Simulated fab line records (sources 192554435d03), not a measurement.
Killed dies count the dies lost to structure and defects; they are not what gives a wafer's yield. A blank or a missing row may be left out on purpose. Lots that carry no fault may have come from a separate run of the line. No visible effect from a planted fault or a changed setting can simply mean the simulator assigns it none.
Chamber matching :: flow n5Finfet :: N5_BEOL_M10_VIA_ETCH_34 on rieDiel-06: 4 sister chambers
The step etches SiCOH lowk in C4F6/O2, target depth 184.5 nm, time 69.2 s. 14 wafers are shown with their chamber, then 7 later ones without.

WAFERS PAIRED WITH THEIR CHAMBERS
wafer: L075.1
chamber: 3
drypumpMotorCurrentA (A): 5.8
showerheadPlenumPTorr (Torr): 2.82
rfVppV (V): 665

wafer: L075.3
chamber: 1
drypumpMotorCurrentA (A): 5.2
showerheadPlenumPTorr (Torr): 2.86
rfVppV (V): 662

wafer: L075.5
chamber: 0
drypumpMotorCurrentA (A): 4.9
showerheadPlenumPTorr (Torr): 2.76
rfVppV (V): 676

wafer: L076.1
chamber: 0
drypumpMotorCurrentA (A): 4.9
showerheadPlenumPTorr (Torr): 2.76
rfVppV (V): 676

wafer: L076.4
chamber: 3
drypumpMotorCurrentA (A): 5.8
showerheadPlenumPTorr (Torr): 2.82
rfVppV (V): 665

wafer: L076.5
chamber: 2
drypumpMotorCurrentA (A): 6.6
showerheadPlenumPTorr (Torr): 2.92
rfVppV (V): 676

wafer: L081.1
chamber: 1
drypumpMotorCurrentA (A): 5.1
showerheadPlenumPTorr (Torr): 2.85
rfVppV (V): 661

wafer: L081.3
chamber: 2
drypumpMotorCurrentA (A): 6.6
showerheadPlenumPTorr (Torr): 2.92
rfVppV (V): 675

wafer: L081.5
chamber: 1
drypumpMotorCurrentA (A): 5.2
showerheadPlenumPTorr (Torr): 2.85
rfVppV (V): 660

wafer: L083.2
chamber: 2
drypumpMotorCurrentA (A): 6.6
showerheadPlenumPTorr (Torr): 2.92
rfVppV (V): 676

wafer: L083.3
chamber: 1
drypumpMotorCurrentA (A): 5.1
showerheadPlenumPTorr (Torr): 2.85
rfVppV (V): 661

wafer: L083.6
chamber: 2
drypumpMotorCurrentA (A): 6.6
showerheadPlenumPTorr (Torr): 2.92
rfVppV (V): 676

wafer: L084.1
chamber: 3
drypumpMotorCurrentA (A): 5.8
showerheadPlenumPTorr (Torr): 2.81
rfVppV (V): 663

wafer: L084.5
chamber: 0
drypumpMotorCurrentA (A): 4.9
showerheadPlenumPTorr (Torr): 2.75
rfVppV (V): 675

SIGNATURES (averages over the wafers above)
reading: drypumpMotorCurrentA
chamber 0: 4.900
chamber 1: 5.150
chamber 2: 6.600
chamber 3: 5.800
scatter within a chamber: 0.0316

reading: showerheadPlenumPTorr
chamber 0: 2.7567
chamber 1: 2.8525
chamber 2: 2.9200
chamber 3: 2.8167
scatter within a chamber: 0.00456

reading: rfVppV
chamber 0: 675.67
chamber 1: 661.00
chamber 2: 675.75
chamber 3: 664.33
scatter within a chamber: 0.78
Rule: a wafer lies at a distance from a chamber equal to the root of the sum of squares, over the readings, of (its reading less the chamber's mean, divided by the reading's scatter). If the next closest chamber is less than 2 further off than the closest, the wafer can't be placed; otherwise it belongs to the closest. The scatter: the root of (the sum of the squares of (reading less its chamber's mean) over the shown wafers, divided by (wafers less chambers)).

WAFERS WITH NO CHAMBER GIVEN
wafer: L084.6
drypumpMotorCurrentA (A): 5.1
showerheadPlenumPTorr (Torr): 2.84
rfVppV (V): 661

wafer: L090.1
drypumpMotorCurrentA (A): 5.2
showerheadPlenumPTorr (Torr): 2.84
rfVppV (V): 661

wafer: L090.5
drypumpMotorCurrentA (A): 4.9
showerheadPlenumPTorr (Torr): 2.75
rfVppV (V): 677

wafer: L090.6
drypumpMotorCurrentA (A): 5.8
showerheadPlenumPTorr (Torr): 2.80
rfVppV (V): 664

wafer: L093.3
drypumpMotorCurrentA (A): 5.1
showerheadPlenumPTorr (Torr): 2.84
rfVppV (V): 660

wafer: L093.5
drypumpMotorCurrentA (A): 6.6
showerheadPlenumPTorr (Torr): 2.91
rfVppV (V): 676

wafer: L093.6
drypumpMotorCurrentA (A): 4.9
showerheadPlenumPTorr (Torr): 2.74
rfVppV (V): 676

THE CHAMBER EACH PASSED THROUGH
wafer: L084.6
from the rows above: 1
in truth: 1

wafer: L090.1
from the rows above: 1
in truth: 1

wafer: L090.5
from the rows above: 0
in truth: 0

wafer: L090.6
from the rows above: 3
in truth: 3

wafer: L093.3
from the rows above: 1
in truth: 1

wafer: L093.5
from the rows above: 2
in truth: 2

wafer: L093.6
from the rows above: 0
in truth: 0
Correct placement for 7 of the 7. Can't be placed from these rows: 0. Placed wrongly: 0.
